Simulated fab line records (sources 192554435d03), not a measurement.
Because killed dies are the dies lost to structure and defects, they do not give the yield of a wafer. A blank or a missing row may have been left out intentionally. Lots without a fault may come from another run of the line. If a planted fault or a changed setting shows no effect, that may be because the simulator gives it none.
Comparing a struck lot with a sound one | flow n5 finfet | 24 out of 1938 route steps
Sound: these wafers, L248.1, L248.4, L248.5. Struck: wafers L261.1, L261.2, L261.5. The cause is named last.
For every step that has rows: the tool of each side, followed by ch and its chambers, followed by its first start. Under that, the readings that differ: sound wafers | struck wafers | difference of the means | sigmas: that difference in standard deviations of wafers without a fault.
alike: words and numbers the same on both sides, and readings whose means are apart by under 2 such deviations; not compared: readings that were withheld, readings missing a value for some wafer, numbers with overlapping values and no deviation given by the record, and bounds like >300 which may hide the same value.
Wherever a step has rows on one side only, a row that says differs or no value, or a row with sigmas, the two part there. Numbers that don't overlap but have no deviation are shown without sigmas and don't part them. A reading that every wafer of one side lacks parts them only if that side has two wafers or more.

N5_BEOL_M8_THK_MEAS_53: measures by xrf.
  sound: film metro-02 at day 10 05:16; struck: film metro-02 at day 13 11:09
  alike: M8_THK
then, 1 step without rows for these wafers: N5_BEOL_M8_PRE_CLEAN_55 (time 15 s).
N5_BEOL_M8_DEP_56: deposits SiCN from 3MS/NH3, target thk 10 nm, time 17.5 s.
  sound on pecvd-04 ch 0,2, day 10 05:20; struck on pecvd-02 ch 0,2, day 13 11:13
  alike: showerhead plenum p Torr, throttle valve pct
N5_BEOL_M8_RS_MEAS_57: measurement is done with a four-point probe.
  sound: film metro-02 at day 10 05:24; struck: film metro-02 at day 13 11:19
  alike: M8_RS
N5_BEOL_M8_INSPECT_58: inspects for defects (darkfield).
  sound: defect inspect-01 at day 10 05:26; struck: defect inspect-01 at day 13 11:20
  alike: raw defect count
then, 2 steps without rows for these wafers: N5_BEOL_M9_ILD_DEP_00 (deposits SiCOH lowk from DEMS/porogen, target thk 308.51 nm, time 58 s); N5_BEOL_M9_CURE_71 (cures SiCOH lowk, time 240 s).
N5_BEOL_M9_THK_MEAS_01:
  sound: film metro-01 at day 10 06:38; struck: film metro-02 at day 13 12:19
  alike: M9_ILD_THK
N5_BEOL_M9_PECVD_70: deposits SiO2 from TEOS/O2, target thk 20 nm, time 22.7 s.
  sound on pecvd-04 ch 1,2, day 10 06:41; struck on pecvd-04 ch 0,1,2, day 13 12:21
  alike: heater power w, showerhead plenum p Torr, throttle valve pct
N5_BEOL_M9_HM_DEP_02: deposits TiN, target thk 20 nm.
  sound: pvd sputter-01 at day 10 08:13; struck: pvd sputter-02 at day 13 16:32
  alike: throttle valve pct
then, 2 steps without rows for these wafers: N5_BEOL_M9_COAT_59 (time 60 s, resist thk 100 nm); N5_BEOL_M9_COAT_60 (time 60 s, resist thk 30 nm).
N5_BEOL_M9_COAT_05: resist thk 90 nm.
  sound on litho track-01 ch 0, day 10 08:21; struck on litho track-03 ch 0, day 13 16:40
  reading                                      | sound                | struck               | difference | sigmas
  spin speed rpm (rpm)                         | 1500.7 1500.1 1501.0 | 1560.8 1564.2 1561.9 | +61.7      | +56
  model.CAR-ArF_of_BEOL_M9_COAT_05.thk nm (nm) | 90.2 90.8 90.6       | 88.4 88.6 89         | -1.9       |
then, 5 steps without rows for these wafers: N5_BEOL_M9_EBR_07; N5_BEOL_M9_SOFTBAKE_06 (time 60 s); N5_BEOL_M9_EXPOSE_08 (exposes mask M9); N5_BEOL_M9_PEB_09 (peb time 60 s); N5_BEOL_M9_DEVELOP_10 (develop time 30 s).
N5_BEOL_M9_CD_MEAS_11 targets a cd of 64.1 nm.
  sound on cd sem-01 ch 0, day 10 08:35; struck on cd sem-01 ch 0, day 13 16:55
  alike: cd nm
N5_BEOL_M9_OVL_MEAS_12:
  sound on overlay-02 ch 0, day 10 08:37; struck on overlay-02 ch 0, day 13 16:56
  alike: M9_OVL
N5_BEOL_M9_INSPECT_13: inspects for defects (brightfield).
  sound: defect inspect-01 at day 10 08:38; struck: defect inspect-02 at day 13 16:58
  alike: raw defect count
N5_BEOL_M9_DESCUM_16: chemistry O2, time 7.9 s.
  sound on rie diel-02 ch 1,2,3, day 10 08:50; struck on rie diel-04 ch 0,1, day 13 17:00
  alike: drypump motor current A, oes product au, rf vpp V, showerhead plenum p Torr, throttle valve pct
  not compared: rf hours counter h
N5_BEOL_M9_ETCH_61: etches SiARC in CF4, target depth 39 nm, time 65 s.
  sound on rie diel-02 ch 1,2,3, day 10 08:52; struck on rie diel-04 ch 0,1, day 13 17:02
  reading                                      | sound        | struck     | difference | sigmas
  model.CAR-ArF_of_BEOL_M9_COAT_05.thk nm (nm) | 56 56.4 56.2 | 54 54 54.6 | -2         |
  alike: drypump motor current A, etch rf on time s, oes product au, rf vpp V, showerhead plenum p Torr, throttle valve pct
  not compared: rf hours counter h
N5_BEOL_M9_ETCH_62: etches SOC in N2/H2, target depth 110 nm, overetch 22 nm, time 165 s.
  sound on rie diel-02 ch 1,2,3, day 10 08:55; struck on rie diel-04 ch 0,1, day 13 17:05
  alike: drypump motor current A, oes product au, rf vpp V, showerhead plenum p Torr, throttle valve pct
  not compared: rf hours counter h

== WHERE THEY PART ==
Within this record, at N5_BEOL_M9_COAT_05 only. Later steps at which nothing parts them and some readings are alike: N5_BEOL_M9_CD_MEAS_11, N5_BEOL_M9_OVL_MEAS_12, N5_BEOL_M9_INSPECT_13, N5_BEOL_M9_DESCUM_16, N5_BEOL_M9_ETCH_61, N5_BEOL_M9_ETCH_62.

WHY: whatever the simulator had introduced
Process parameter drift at N5_BEOL_M9_COAT_05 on litho track-03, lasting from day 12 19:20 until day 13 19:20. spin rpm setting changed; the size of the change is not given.
